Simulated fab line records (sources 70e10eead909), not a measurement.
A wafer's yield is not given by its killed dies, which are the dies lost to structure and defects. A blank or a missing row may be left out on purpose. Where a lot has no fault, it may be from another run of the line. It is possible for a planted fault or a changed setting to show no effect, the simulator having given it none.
What tool caused it? :: flow nand-harc :: Sampling: 6 lots, 18 wafers, 4 of 1302 route steps

== WHAT THE GAUGES SHOWED, per wafer ==
NHARC_A_ONON_D1_THK_MEAS_30: measures by ellipsometry.
lot: L369
measured: day 9 09:25
on: film-metro-01
thk-nm (nm): 1008 1005 1004

lot: L379
measured: day 13 12:35
on: film-metro-01
thk-nm (nm): 1005 1004 1500

lot: L381
measured: day 14 08:58
on: film-metro-02
thk-nm (nm): 996 995 994

lot: L383
measured: day 15 04:19
on: film-metro-01
thk-nm (nm): 979 978 976

lot: L385
measured: day 16 10:12
on: film-metro-01
thk-nm (nm): 1001 1002 1003

lot: L388
measured: day 17 12:19
on: film-metro-02
thk-nm (nm): 1007 1006 1006

== TOOL THAT RAN EACH LOT (tool first, then ch and the chambers of the sampled wafers, then the start) ==
lot: L369
NHARC_A_ZERO_WELL_DESCUM_12: rie-diel-05 ch 2,3, day 7 23:30
NHARC_A_ZERO_WELL_RTA_16: rtp-anneal-02 ch 0, day 8 00:40
NHARC_A_ONON_D1_DEP_28: pecvd-onon-01 ch 0, day 9 09:02

lot: L379
NHARC_A_ZERO_WELL_DESCUM_12: rie-diel-10 ch 0,1, day 12 02:27
NHARC_A_ZERO_WELL_RTA_16: rtp-anneal-01 ch 0, day 12 03:36
NHARC_A_ONON_D1_DEP_28: pecvd-onon-03 ch 0, day 13 12:11

lot: L381
NHARC_A_ZERO_WELL_DESCUM_12: rie-diel-05 ch 0,2,3, day 13 01:47
NHARC_A_ZERO_WELL_RTA_16: rtp-anneal-01 ch 0, day 13 02:53
NHARC_A_ONON_D1_DEP_28: pecvd-onon-01 ch 0, day 14 08:28

lot: L383
NHARC_A_ZERO_WELL_DESCUM_12: rie-diel-05 ch 0,1,3, day 13 17:49
NHARC_A_ZERO_WELL_RTA_16: rtp-anneal-01 ch 0, day 13 18:56
NHARC_A_ONON_D1_DEP_28: pecvd-onon-04 ch 0, day 15 03:47

lot: L385
NHARC_A_ZERO_WELL_DESCUM_12: rie-diel-05 ch 0,1, day 14 21:55
NHARC_A_ZERO_WELL_RTA_16: rtp-anneal-02 ch 0, day 14 23:38
NHARC_A_ONON_D1_DEP_28: pecvd-onon-04 ch 0, day 16 09:52

lot: L388
NHARC_A_ZERO_WELL_DESCUM_12: rie-diel-10 ch 1,2, day 16 01:14
NHARC_A_ZERO_WELL_RTA_16: rtp-anneal-01 ch 0, day 16 02:22
NHARC_A_ONON_D1_DEP_28: pecvd-onon-04 ch 0, day 17 11:52
- NHARC_A_ZERO_WELL_DESCUM_12: chemistry O2, time 3 s.
- NHARC_A_ZERO_WELL_RTA_16: time 10 s.
- NHARC_A_ONON_D1_DEP_28: target thk 1000 nm.

== THE ANSWER, worked out from the rows above alone ==
Rule: usual is defined by the lots themselves. Put in order of their means at a reading, lots are off if they are a third of the lots or fewer, leave a main group of 4 or more, and stand apart from it by a gap of 3 or more times the standard deviation of the main group's means; of several such gaps the widest counts. Not used: any main group whose means are identical at the precision the tables above print for the reading. Also off: a lot with no number at a reading for which 4 or more lots have one. Any other lot the step has rows for is counted as sound.
Off: L379 (NHARC_A_ONON_D1_THK_MEAS_30, thk-nm). Main group: mean 997 nm, sd 11.
If a tool, at a process step before that reading, ran all the lots that are off and no sound lot after the first of them, it fits. The gauges at NHARC_A_ONON_D1_THK_MEAS_30 are tried like those tools. One candidate fits, namely pecvd-onon-03 at NHARC_A_ONON_D1_DEP_28. It ran no sound lot before its first lot that is off in this sample, so the start can't be narrowed down.

== WHAT WAS PUT IN BY THE SIMULATOR ==
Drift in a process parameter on pecvd-onon-03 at NHARC_A_ONON_D1_DEP_28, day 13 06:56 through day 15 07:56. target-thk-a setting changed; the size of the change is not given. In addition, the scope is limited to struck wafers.
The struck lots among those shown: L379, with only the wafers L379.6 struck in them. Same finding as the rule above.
